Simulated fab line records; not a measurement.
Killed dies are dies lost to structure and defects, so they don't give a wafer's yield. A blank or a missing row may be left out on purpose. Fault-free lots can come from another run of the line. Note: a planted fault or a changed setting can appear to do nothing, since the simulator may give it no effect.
fab line records ; flow nand-harc
[record] lots = 13; wafers = 39; last-day = 32
route steps=1302 shown P_ZERO_WELL@26 P_GATE@122
lots that met no fault: taken from a fault-free run of the same line
start-h: start of the lot's first displayed wafer, in hours after the record's first day ; wait-h: hours elapsed since this lot's preceding step ; " unchanged from the row above ; L1.1+2: a single row standing in for several wafers ; - no value, or no start given ; * or withheld: withheld ; < > ~ a bound
route shown NAME@n: a module of which the file shows steps, and the number in the route of the first ; usual: mean/standard deviation taken from wafers without a fault ; same: alike in all rows ; chamber/n: place in a boat ; sites: readings site by site ; _std_site: standard deviation of those values ; _edge_site: the outer-site mean with the inner-site mean subtracted ; radius-mm: for every site, how far away it sits from the centre of the wafer ; mask NAME#n: copy n ; behind: the last tool/chamber to shape the wafer ; hold: reason for holding the lot/hours on hold/outcome of the hold ; device: whichever transistor did not switch (one of n, p or np) ; end of line: the tests these same wafers got at the end of their route ; a step with no rows: only its recipe ; killed: the dies lost at the first sort to structure and to defects; this is not the yield of the wafer ; map: shows each die of a wafer: x if killed, . if not, _ if none is there
set.NAME: the setting as run; set.NAME@STEP: as run at that earlier step ; model.NAME: the simulator's own value behind a step, which no gauge read
a sample of lots followed through the steps of the route, with each step as a table and each wafer as a row
services: the hour from which a tool's chamber was out of use, counted from the record's first day as start-h (under 0 if before that day), plus the number of hours and why
[[steps]]
[step NHARC_P_ZERO_WELL_EXPOSE_21]
[recipe] na = 0.6; target-cd-nm = 720; dose-mj = 22.31; mask-id = P_NWELL
[usual] exposure-dose-mJ-cm2 = 22.311/0.021
lot.wafer;tool;chamber;start-h;wait-h;mask;exposure-dose-mJ-cm2
L421.2;krf-scanner-04;0;32.33;-;P_NWELL#0;22.289
L421.4;krf-scanner-04;0;32.33;-;P_NWELL#0;22.283
L421.5;krf-scanner-04;0;32.33;-;P_NWELL#0;22.302
L423.1;krf-scanner-02;0;52.72;-;P_NWELL#0;22.311
L423.4;krf-scanner-02;0;52.72;-;P_NWELL#0;22.303
L423.6;krf-scanner-02;0;52.72;-;P_NWELL#0;22.301
L424.1;krf-scanner-03;0;62.31;-;P_NWELL#0;22.310
L424.3;krf-scanner-03;0;62.31;-;P_NWELL#0;22.326
L424.5;krf-scanner-03;0;62.31;-;P_NWELL#0;22.307
L425.4;krf-scanner-02;0;72.44;-;P_NWELL#0;22.328
L425.5;krf-scanner-02;0;72.44;-;P_NWELL#0;22.300
L425.6;krf-scanner-02;0;72.44;-;P_NWELL#0;22.320
L428.1;krf-scanner-03;0;102.53;-;P_NWELL#0;22.279
L428.3;krf-scanner-03;0;102.53;-;P_NWELL#0;22.288
L428.4;krf-scanner-03;0;102.53;-;P_NWELL#0;22.290
L429.2;krf-scanner-02;0;112.58;-;P_NWELL#0;22.309
L429.3;krf-scanner-02;0;112.58;-;P_NWELL#0;22.289
L429.4;krf-scanner-02;0;112.58;-;P_NWELL#0;22.302
L430.3;krf-scanner-03;0;122.37;-;P_NWELL#0;22.299
L430.4;krf-scanner-03;0;122.37;-;P_NWELL#0;22.310
L430.5;krf-scanner-03;0;122.37;-;P_NWELL#0;22.293
L431.1;krf-scanner-02;0;132.43;-;P_NWELL#0;22.296
L431.2;krf-scanner-02;0;132.43;-;P_NWELL#0;22.341
L431.6;krf-scanner-02;0;132.43;-;P_NWELL#0;22.336
L432.3;krf-scanner-02;0;143.00;-;P_NWELL#0;22.317
L432.5;krf-scanner-02;0;143.00;-;P_NWELL#0;22.319
L432.6;krf-scanner-02;0;143.00;-;P_NWELL#0;22.310
L433.2;krf-scanner-02;0;152.20;-;P_NWELL#0;22.303
L433.4;krf-scanner-02;0;152.20;-;P_NWELL#0;22.335
L433.6;krf-scanner-02;0;152.20;-;P_NWELL#0;22.300
L434.2;krf-scanner-03;0;162.50;-;P_PWELL#0;22.326
L434.3;krf-scanner-03;0;162.50;-;P_PWELL#0;22.315
L434.4;krf-scanner-03;0;162.50;-;P_PWELL#0;22.307
L435.3;krf-scanner-03;0;172.59;-;P_NWELL#0;22.324
L435.4;krf-scanner-03;0;172.59;-;P_NWELL#0;22.305
L435.6;krf-scanner-03;0;172.59;-;P_NWELL#0;22.314
L442.2;krf-scanner-02;0;242.31;-;P_NWELL#0;22.328
L442.4;krf-scanner-02;0;242.31;-;P_NWELL#0;22.333
L442.5;krf-scanner-02;0;242.31;-;P_NWELL#0;22.326
[step NHARC_P_ZERO_WELL_CD_MEAS_24]
[recipe] target-cd-nm = 720; landing-energy-ev = 500
[usual] cd-nm = 719.8/1.9
lot.wafer;tool;chamber;start-h;wait-h;cd-nm
L421.2;cd-sem-03;0;32.49;-;723.8
L421.4;cd-sem-03;0;32.49;-;725.6
L421.5;cd-sem-03;0;32.49;-;721.8
L423.1;cd-sem-03;0;52.88;-;719.0
L423.4;cd-sem-03;0;52.88;-;719.8
L423.6;cd-sem-03;0;52.88;-;718.2
L424.1;cd-sem-02;0;62.48;-;716.6
L424.3;cd-sem-02;0;62.48;-;715.4
L424.5;cd-sem-02;0;62.48;-;717.6
L425.4;cd-sem-01;0;72.58;-;718.0
L425.5;cd-sem-01;0;72.58;-;718.6
L425.6;cd-sem-01;0;72.58;-;718.2
L428.1;cd-sem-01;0;102.69;-;721.0
L428.3;cd-sem-01;0;102.69;-;722.4
L428.4;cd-sem-01;0;102.69;-;719.3
L429.2;cd-sem-03;0;112.73;-;719.6
L429.3;cd-sem-03;0;112.73;-;719.1
L429.4;cd-sem-03;0;112.73;-;717.9
L430.3;cd-sem-02;0;122.52;-;721.0
L430.4;cd-sem-02;0;122.52;-;721.3
L430.5;cd-sem-02;0;122.52;-;723.3
L431.1;cd-sem-02;0;132.58;-;718.1
L431.2;cd-sem-02;0;132.58;-;719.1
L431.6;cd-sem-02;0;132.58;-;719.4
L432.3;cd-sem-02;0;143.15;-;718.7
L432.5;cd-sem-02;0;143.15;-;721.1
L432.6;cd-sem-02;0;143.15;-;720.8
L433.2;cd-sem-03;0;152.36;-;719.0
L433.4;cd-sem-03;0;152.36;-;720.7
L433.6;cd-sem-03;0;152.36;-;720.9
L434.2;cd-sem-02;0;162.65;-;-
L434.3;cd-sem-02;0;162.65;-;-
L434.4;cd-sem-02;0;162.65;-;-
L435.3;cd-sem-03;0;172.74;-;717.6
L435.4;cd-sem-03;0;172.74;-;718.5
L435.6;cd-sem-03;0;172.74;-;717.6
L442.2;cd-sem-01;0;242.47;-;719.5
L442.4;cd-sem-01;0;242.47;-;718.4
L442.5;cd-sem-01;0;242.47;-;718.1
[step NHARC_P_GATE_CD_MEAS_11]
[recipe] target-cd-nm = 1640; landing-energy-ev = 500
[usual] cd-nm = 1639.3/1.6
lot.wafer;tool;chamber;start-h;wait-h;cd-nm
L421.2;cd-sem-03;0;93.77;-;1639.4
L421.4;cd-sem-03;0;93.77;-;1639.0
L421.5;cd-sem-03;0;93.77;-;1639.8
L424.1;cd-sem-03;0;115.80;-;1639.1
L424.3;cd-sem-03;0;115.80;-;1638.8
L424.5;cd-sem-03;0;115.80;-;1639.1
L423.1;cd-sem-01;0;115.96;-;1637.9
L423.4;cd-sem-01;0;115.96;-;1636.9
L423.6;cd-sem-01;0;115.96;-;1637.4
L425.4;cd-sem-02;0;129.49;-;1641.9
L425.5;cd-sem-02;0;129.49;-;1641.1
L425.6;cd-sem-02;0;129.49;-;1644.5
L428.1;cd-sem-03;0;165.05;-;1638.9
L428.3;cd-sem-03;0;165.05;-;1639.8
L428.4;cd-sem-03;0;165.05;-;1639.4
L429.2;cd-sem-01;0;172.64;-;1639.0
L429.3;cd-sem-01;0;172.64;-;1638.2
L429.4;cd-sem-01;0;172.64;-;1637.7
L430.3;cd-sem-03;0;180.81;-;1638.3
L430.4;cd-sem-03;0;180.81;-;1638.1
L430.5;cd-sem-03;0;180.81;-;1637.7
L431.1;cd-sem-01;0;190.66;-;1640.0
L431.2;cd-sem-01;0;190.66;-;1642.5
L431.6;cd-sem-01;0;190.66;-;1642.2
L432.3;cd-sem-03;0;204.13;-;1639.7
L432.5;cd-sem-03;0;204.13;-;1641.0
L432.6;cd-sem-03;0;204.13;-;1639.4
L433.2;cd-sem-03;0;208.99;-;1640.3
L433.4;cd-sem-03;0;208.99;-;1640.2
L433.6;cd-sem-03;0;208.99;-;1642.5
L435.3;cd-sem-01;0;230.80;-;1640.4
L435.4;cd-sem-01;0;230.80;-;1640.6
L435.6;cd-sem-01;0;230.80;-;1642.0
L442.2;cd-sem-03;0;301.73;-;1638.3
L442.4;cd-sem-03;0;301.73;-;1641.2
L442.5;cd-sem-03;0;301.73;-;1637.3
[step NHARC_P_GATE_HM_DEP_102]
[recipe] target-thk-a = 1200; temp-c = 400; material = aC
[usual] throttle-valve-pct = 35.000/0.0098
lot.wafer;tool;chamber;start-h;wait-h;throttle-valve-pct
L421.2;acl-dep-01;0;108.36;2.5;35.008
L421.4;acl-dep-01;0;108.36;2.5;34.995
L421.5;acl-dep-01;0;108.36;2.5;35.003
L423.1;acl-dep-02;0;128.50;0.5;35.010
L423.4;acl-dep-02;0;128.50;0.5;34.986
L423.6;acl-dep-02;0;128.50;0.5;35.008
L424.1;acl-dep-02;0;129.13;1.1;35.006
L424.3;acl-dep-02;0;129.13;1.1;34.992
L424.5;acl-dep-02;0;129.13;1.1;35.022
L425.4;acl-dep-01;0;142.39;0.7;35.008
L425.5;acl-dep-01;0;142.39;0.7;34.986
L425.6;acl-dep-01;0;142.39;0.7;35.008
L428.1;acl-dep-01;0;178.01;0.4;35.004
L428.3;acl-dep-01;0;178.01;0.4;34.986
L428.4;acl-dep-01;0;178.01;0.4;35.001
L429.2;acl-dep-02;0;187.53;2.1;35.008
L429.3;acl-dep-02;0;187.53;2.1;34.998
L429.4;acl-dep-02;0;187.53;2.1;35.005
L430.3;acl-dep-02;0;198.43;5.4;34.998
L430.4;acl-dep-02;0;198.43;5.4;34.991
L430.5;acl-dep-02;0;198.43;5.4;34.997
L431.1;acl-dep-02;0;203.28;0.4;35.000
L431.2;acl-dep-02;0;203.28;0.4;35.011
L431.6;acl-dep-02;0;203.28;0.4;34.998
L432.3;acl-dep-01;0;217.35;0.6;35.000
L432.5;acl-dep-01;0;217.35;0.6;35.004
L432.6;acl-dep-01;0;217.35;0.6;34.998
L433.2;acl-dep-02;0;221.73;0.5;34.996
L433.4;acl-dep-02;0;221.73;0.5;35.000
L433.6;acl-dep-02;0;221.73;0.5;35.011
L435.3;acl-dep-01;0;243.84;0.6;35.000
L435.4;acl-dep-01;0;243.84;0.6;35.003
L435.6;acl-dep-01;0;243.84;0.6;34.998
L442.2;acl-dep-03;0;314.95;0.5;34.993
L442.4;acl-dep-03;0;314.95;0.5;35.004
L442.5;acl-dep-03;0;314.95;0.5;34.990
[step NHARC_P_GATE_DEP_103]
[recipe] target-thk-a = 300; target-thk-nm = 30; temp-c = 400; flow-sccm = 200; rf-w = 350; material = SiON
[usual] heater-power-w = 740/82
lot.wafer;tool;chamber;start-h;wait-h;heater-power-w
L421.2;pecvd-01;2;108.94;0.5;736
L421.4;pecvd-01;0;108.94;0.5;818
L421.5;pecvd-01;1;108.94;0.5;649
L423.1;pecvd-01;1;129.21;0.6;627
L423.6;pecvd-01;0;129.21;0.6;903
L423.4;pecvd-01;1;129.21;0.6;647
L424.3;pecvd-01;2;129.80;0.3;666
L424.1;pecvd-01;0;129.80;0.3;853
L424.5;pecvd-01;2;129.80;0.3;664
L425.4;pecvd-02;2;142.82;0.3;740
L425.6;pecvd-02;0;142.82;0.3;606
L425.5;pecvd-02;1;142.82;0.3;836
L428.1;pecvd-02;2;178.69;0.6;608
L428.3;pecvd-02;0;178.69;0.6;697
L428.4;pecvd-02;1;178.69;0.6;837
L429.3;pecvd-01;0;188.59;0.8;896
L429.2;pecvd-01;1;188.59;0.8;615
L429.4;pecvd-01;0;188.59;0.8;944
L430.3;pecvd-02;2;199.32;0.8;718
L430.5;pecvd-02;2;199.32;0.8;704
L430.4;pecvd-02;0;199.32;0.8;697
L431.1;pecvd-01;2;203.94;0.6;651
L431.2;pecvd-01;0;203.94;0.6;771
L431.6;pecvd-01;0;203.94;0.6;776
L432.3;pecvd-02;2;217.84;0.4;647
L432.6;pecvd-02;1;217.84;0.4;853
L432.5;pecvd-02;2;217.84;0.4;656
L433.2;pecvd-01;0;222.31;0.5;912
L433.4;pecvd-01;2;222.31;0.5;755
L433.6;pecvd-01;0;222.31;0.5;907
L435.3;pecvd-04;0;244.31;0.4;825
L435.6;pecvd-04;2;244.31;0.4;765
L435.4;pecvd-04;0;244.31;0.4;825
L442.2;pecvd-02;0;315.53;0.5;666
L442.4;pecvd-02;2;315.53;0.5;668
L442.5;pecvd-02;0;315.53;0.5;696
[[services]]
tool;chamber;start-h;hours;kind
acl-dep-02;-;33.80;2.3;repair
krf-scanner-02;-;43.52;0.2;repair
pecvd-02;-;46.00;13.0;pm
krf-scanner-03;-;52.00;4.0;pm
acl-dep-02;-;63.66;13.0;pm
krf-scanner-02;-;65.76;0.6;repair
acl-dep-01;-;78.37;0.8;repair
krf-scanner-02;-;94.00;4.0;pm
pecvd-02;2;104.64;8.4;repair
pecvd-01;0;112.95;4.9;repair
pecvd-01;2;116.17;5.2;repair
krf-scanner-03;-;118.23;0.6;repair
pecvd-01;-;130.57;13.0;pm
krf-scanner-02;-;149.05;2.5;repair
acl-dep-01;-;186.97;13.0;pm
acl-dep-01;-;213.80;1.5;repair
krf-scanner-03;-;224.00;4.0;pm
pecvd-02;-;227.13;13.0;pm
acl-dep-02;-;244.66;13.0;pm
krf-scanner-03;-;259.65;0.7;repair
krf-scanner-02;-;266.00;4.0;pm
krf-scanner-02;-;291.73;2.3;repair
pecvd-02;1;306.16;5.6;repair
pecvd-01;-;311.57;13.0;pm
[[key]]
[first-sign] step = NHARC_P_ZERO_WELL_EXPOSE_21; reading = mask; direction = changed
[effect] step = NHARC_P_ZERO_WELL_CD_MEAS_24; reading = cd-nm; direction = missing
met-at NHARC_P_ZERO_WELL_EXPOSE_21
struck-lots L434
later-rows-left-out L434.2,L434.3,L434.4
sort-left-out L434.2,L434.3,L434.4
tester-left-out L434
not-acting-at NHARC_P_GATE_CD_MEAS_11,NHARC_P_GATE_HM_DEP_102,NHARC_P_GATE_DEP_103
onset-between 122.37 162.50
[fault] kind = wrong-mask; tool = any; chamber = -; onset-h = 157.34; steps = NHARC_P_ZERO_WELL_EXPOSE_21; aux-copy = P_PWELL#0; scope = struck-lots-only
// tester-left-out: of these lots the tester's yield and bins aren't shown, on N5 and GAA mostly nor the transistor test; their killed dies are dies lost to structure and defects alone, not to doping, threshold or leakage, so they don't give the yield
// sort-left-out: the simulated sort isn't trusted on such a fault, so these wafers' sort isn't shown, and their yield isn't known
// later-rows-left-out: the simulator's readings of these wafers behind a module that went badly wrong aren't trusted and aren't shown, but for the sort
